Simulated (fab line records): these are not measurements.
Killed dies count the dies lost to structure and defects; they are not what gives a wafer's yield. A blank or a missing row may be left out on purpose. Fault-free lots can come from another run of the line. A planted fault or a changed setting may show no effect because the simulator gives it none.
Which tool was responsible? ; flow n5_finfet ; Sampling: 8 lots, 24 wafers, 5 of 1938 route steps

== WHAT THE GAUGES READ, wafer by wafer ==
N5_BEOL_M4_RC_MEAS_101. Usual: DIBL_N 36.3 mV/V, standard deviation 1.8; DIBL_P 36.5 mV/V, standard deviation 2.1; IOFF_N 0.16 nA/um, standard deviation 0.031; IOFF_P 0.22 nA/um, standard deviation 0.038; ION_N 677 uA/um, standard deviation 12; ION_P 466 uA/um, standard deviation 7.8; SS_N 71.5 mV/dec, standard deviation 0.61; SS_P 73.2 mV/dec, standard deviation 0.7; VT_N 249 mV, standard deviation 3; VT_P -248.9 mV, standard deviation 3.
lot;measured;on;DIBL_N (mV/V);DIBL_P (mV/V);IOFF_N (nA/um);IOFF_P (nA/um);ION_N (uA/um);ION_P (uA/um);SS_N (mV/dec);SS_P (mV/dec);VT_N (mV);VT_P (mV);flag
L661;day 9 08:14;prober-02;38.2 36.2 39.2;38.6 36.3 38.9;0.20 0.17 0.22;0.24 0.20 0.27;693 688 691;464 462 466;72.0 71.4 72.4;73.6 72.0 73.8;247 250 244;-246.9 -250.2 -246.2;
L662;day 9 09:10;prober-02;35.9 36.7 36.4;36.8 37.7 37.2;0.15 0.17 0.16;0.20 0.22 0.20;667 664 687;456 459 463;72.2 72.4 71.9;73.3 73.4 73.5;250 252 248;-249.2 -251.5 -251.7;
L664;day 10 15:43;prober-01;38.0 38.9 37.6;38.8 39.3 37.4;0.20 0.21 0.17;0.24 0.25 0.22;697 705 679;470 468 458;72.1 71.5 71.4;74.1 74.0 74.1;246 246 249;-249.7 -250.0 -252.2;
L670;day 11 08:43;prober-02;35.6 35.2 36.9;34.6 34.5 36.5;0.15 0.15 0.18;0.21 0.21 0.25;664 675 675;460 466 463;70.8 70.6 71.5;72.6 73.3 73.8;251 250 248;-247.7 -248.2 -245.0;
L673;day 12 03:03;prober-02;36.2 35.5 39.4;36.2 36.1 40.5;0.15 0.15 0.21;0.23 0.22 0.32;666 679 687;464 474 479;71.3 71.7 71.9;73.1 73.5 73.8;252 247 244;-248.3 -250.4 -243.2;
L676;day 12 17:38;prober-01;35.2 35.4 36.0;34.0 34.4 35.0;0.14 0.14 0.16;0.20 0.20 0.22;668 670 685;466 470 478;71.4 70.9 71.8;72.5 72.0 72.4;251 250 248;-248.6 -248.9 -248.1;
L677;day 12 17:35;prober-02;34.9 37.3 34.2;35.1 38.4 34.0;0.15 0.20 0.14;0.21 0.25 0.18;681 686 664;469 470 462;71.1 71.6 71.3;72.8 73.8 72.1;247 247 251;-249.8 -248.2 -254.4;
L681;day 14 04:28;prober-01;36.1 36.2 36.2;36.8 36.5 37.3;0.17 0.16 0.16;0.23 0.23 0.25;682 682 683;469 475 467;71.8 71.7 71.4;73.2 72.9 73.1;248 248 249;-249.1 -246.7 -244.5;

== WHAT TOOL EACH LOT RAN ON (gives the tool, then ch and the chambers of the sampled wafers, and finally the start) ==
lot;N5_BEOL_M1_ETCHBACK_99;N5_BEOL_M1_ETCH_70;N5_BEOL_M1_VIA_ETCH_34;N5_BEOL_M1_STRIP_36
L661;rie_diel-04 ch 0,1,2, day 6 18:58;rie_diel-04 ch 0,1,2, day 6 19:01;rie_diel-04 ch 0,1,2, day 6 19:07;rie_diel-04 ch 0,1,2, day 6 19:10
L662;rie_diel-04 ch 0,1,2, day 7 14:13;rie_diel-04 ch 0,1,2, day 7 14:14;rie_diel-04 ch 0,1,2, day 7 14:20;rie_diel-04 ch 0,1,2, day 7 14:24
L664;rie_diel-03 ch 0,1,2, day 8 00:35;rie_diel-03 ch 0,1,2, day 8 00:37;rie_diel-03 ch 0,1,2, day 8 00:43;rie_diel-03 ch 0,1,2, day 8 00:46
L670;rie_diel-04 ch 0,1, day 9 08:32;rie_diel-04 ch 0,1, day 9 08:34;rie_diel-04 ch 0,1, day 9 08:40;rie_diel-04 ch 0,1, day 9 08:44
L673;rie_diel-04 ch 1,2,3, day 9 21:36;rie_diel-04 ch 1,2,3, day 9 21:38;rie_diel-04 ch 1,2,3, day 9 21:44;rie_diel-04 ch 1,2,3, day 9 21:48
L676;rie_diel-03 ch 2,3, day 10 17:34;rie_diel-03 ch 2,3, day 10 17:36;rie_diel-03 ch 2,3, day 10 17:42;rie_diel-03 ch 2,3, day 10 17:46
L677;rie_diel-03 ch 1,2,3, day 10 18:18;rie_diel-03 ch 1,2,3, day 10 18:22;rie_diel-03 ch 1,2,3, day 10 18:27;rie_diel-03 ch 1,2,3, day 10 18:30
L681;rie_diel-03 ch 0,1, day 11 23:05;rie_diel-03 ch 0,1, day 11 23:07;rie_diel-03 ch 0,1, day 11 23:13;rie_diel-03 ch 0,1, day 11 23:16
- N5_BEOL_M1_ETCHBACK_99: etches SiO2 in CHF3, target depth 5 nm, time 10.4 s.
- N5_BEOL_M1_ETCH_70: etches SOC in N2/H2, target depth 80 nm, overetch 16 nm, time 120 s.
- N5_BEOL_M1_VIA_ETCH_34: etches the open film in C4F6/O2, target depth 67.8 nm, time 64.4 s.
- N5_BEOL_M1_STRIP_36: strips in N2/H2.

== WHAT THE TOOLS THEMSELVES READ (means of the sampled wafers that have a number; where no wafer has one, the mark that the record gives instead) ==
N5_BEOL_M1_ETCHBACK_99. Usual: bias_w 46.98 W (standard deviation 0.15); drypump_motor_current_A 5.9 A (standard deviation 0.4); oes_ar_750_au 0.76 a.u. (standard deviation 0.072); oes_product_au 0.76 a.u. (standard deviation 0.075); rf_vpp_V 241 V (standard deviation 3.5); showerhead_plenum_p_Torr 2.18 Torr (standard deviation 0.061); throttle_valve_pct 17.14 % (standard deviation 0.29).
lot;tool;bias_w (W);drypump_motor_current_A (A);oes_ar_750_au (a.u.);oes_product_au (a.u.);rf_vpp_V (V);showerhead_plenum_p_Torr (Torr);throttle_valve_pct (%);flag
L661;rie_diel-04;46.95;6.3;0.77;0.78;243;2.22;17.02;
L662;rie_diel-04;46.95;6.3;0.77;0.76;243;2.22;17.03;
L664;rie_diel-03;46.98;5.9;0.74;0.74;240;2.18;17.20;
L670;rie_diel-04;46.87;6.3;0.78;0.78;242;2.24;17.00;
L673;rie_diel-04;46.83;6.0;0.72;0.71;241;2.23;17.35;
L676;rie_diel-03;47.01;6.1;0.87;0.87;241;2.16;16.74;
L677;rie_diel-03;46.95;5.9;0.80;0.80;240;2.17;16.95;
L681;rie_diel-03;47.06;5.9;0.77;0.77;239;2.21;17.17;

N5_BEOL_M1_ETCH_70. Usual: bias_w 150.0 W (standard deviation 0.39); drypump_motor_current_A 5.9 A (standard deviation 0.4); oes_product_au 0.58 a.u. (standard deviation 0.055); rf_fwd_power_W 835.4 W (standard deviation 2.7); rf_vpp_V 524.6 V (standard deviation 2.1); showerhead_plenum_p_Torr 2.58 Torr (standard deviation 0.072); throttle_valve_pct 17.87 % (standard deviation 0.29).
lot;tool;bias_w (W);drypump_motor_current_A (A);oes_product_au (a.u.);rf_fwd_power_W (W);rf_vpp_V (V);showerhead_plenum_p_Torr (Torr);throttle_valve_pct (%);flag
L661;rie_diel-04;149.8;6.3;0.59;837.3;525.8;2.63;17.75;
L662;rie_diel-04;149.8;6.3;0.59;836.3;526.7;2.62;17.78;
L664;rie_diel-03;149.6;5.9;0.57;833.3;524.7;2.58;17.93;
L670;rie_diel-04;149.7;6.3;0.60;632.8;576.1;2.62;17.60;OFF
L673;rie_diel-04;149.7;6.0;0.55;632.6;576.2;2.63;18.04;OFF
L676;rie_diel-03;150.0;6.2;0.68;834.3;524.2;2.55;17.41;
L677;rie_diel-03;150.1;6.0;0.62;837.5;524.2;2.56;17.65;
L681;rie_diel-03;149.9;5.9;0.60;833.5;525.1;2.62;17.97;

N5_BEOL_M1_VIA_ETCH_34. Usual: bias_w 170.0 W, standard deviation 0.47; drypump_motor_current_A 5.9 A, standard deviation 0.4; oes_ar_750_au 0.76 a.u., standard deviation 0.072; oes_o_777_au 0.76 a.u., standard deviation 0.078; oes_product_au 0.76 a.u., standard deviation 0.075; rf_fwd_power_W 347.0 W, standard deviation 1.3; rf_vpp_V 665 V, standard deviation 9.5; showerhead_plenum_p_Torr 2.88 Torr, standard deviation 0.078; throttle_valve_pct 30.8 %, standard deviation 0.32.
lot;tool;bias_w (W);drypump_motor_current_A (A);oes_ar_750_au (a.u.);oes_o_777_au (a.u.);oes_product_au (a.u.);rf_fwd_power_W (W);rf_vpp_V (V);showerhead_plenum_p_Torr (Torr);throttle_valve_pct (%);flag
L661;rie_diel-04;170.0;6.3;0.77;0.77;0.77;347.3;673;2.92;30.7;
L662;rie_diel-04;169.8;6.3;0.77;0.76;0.77;347.0;672;2.92;30.7;
L664;rie_diel-03;170.7;5.9;0.74;0.75;0.75;346.4;666;2.88;30.9;
L670;rie_diel-04;170.5;6.3;0.78;0.77;0.77;346.9;671;2.95;30.7;
L673;rie_diel-04;170.5;6.0;0.72;0.71;0.71;346.8;666;2.94;31.0;
L676;rie_diel-03;169.4;6.1;0.87;0.88;0.87;346.8;667;2.86;30.4;
L677;rie_diel-03;170.1;5.9;0.80;0.79;0.80;346.6;664;2.87;30.6;
L681;rie_diel-03;169.5;5.9;0.77;0.76;0.78;346.3;663;2.92;30.8;

N5_BEOL_M1_STRIP_36. Usual: drypump_motor_current_A 5.9 A, standard deviation 0.4; oes_product_au 0.76 a.u., standard deviation 0.073; rf_vpp_V 59.1 V, standard deviation 1.5; showerhead_plenum_p_Torr 2.57 Torr, standard deviation 0.072; throttle_valve_pct 23.7 %, standard deviation 0.32.
lot;tool;drypump_motor_current_A (A);oes_product_au (a.u.);rf_vpp_V (V);showerhead_plenum_p_Torr (Torr);throttle_valve_pct (%);flag
L661;rie_diel-04;6.3;0.78;58.8;2.62;23.6;
L662;rie_diel-04;6.3;0.77;59.7;2.62;23.5;
L664;rie_diel-03;5.9;0.74;57.9;2.58;23.7;
L670;rie_diel-04;6.2;0.78;59.6;2.62;23.3;
L673;rie_diel-04;6.0;0.71;58.2;2.62;23.7;
L676;rie_diel-03;6.1;0.87;59.2;2.55;23.2;
L677;rie_diel-03;5.9;0.80;58.4;2.56;23.4;
L681;rie_diel-03;5.9;0.77;60.4;2.62;23.8;

== THE ANSWER, worked out from the rows above alone ==
Rule: take the mean of a lot's wafers that have a number; if it is more than 3 standard deviations from the usual mean, the lot is off. A lot without any number at a reading at which 4 lots or more have one is off too. All remaining lots with rows at the step are treated as sound. After the gauges, taken in route order, come the tools' own readings; for these a lot's mean is taken, as printed above. At the first step where some lot is off, the reading lying furthest off is the one used; lots without a number count as furthest.
Off: L670, L673 (N5_BEOL_M1_ETCH_70, rf_fwd_power_W).
A tool fits if, at that step or a process step before it, it ran every lot that is off, and no sound lot after the first of them. One fits: rie_diel-04 at N5_BEOL_M1_ETCHBACK_99 and N5_BEOL_M1_ETCH_70. At N5_BEOL_M1_ETCHBACK_99 its last sound lot is L662 (day 7 14:13), its first lot that is off L670 (day 9 08:32): a fault that began between those two fits.

== WHAT THE SIMULATOR HAD PUT IN ==
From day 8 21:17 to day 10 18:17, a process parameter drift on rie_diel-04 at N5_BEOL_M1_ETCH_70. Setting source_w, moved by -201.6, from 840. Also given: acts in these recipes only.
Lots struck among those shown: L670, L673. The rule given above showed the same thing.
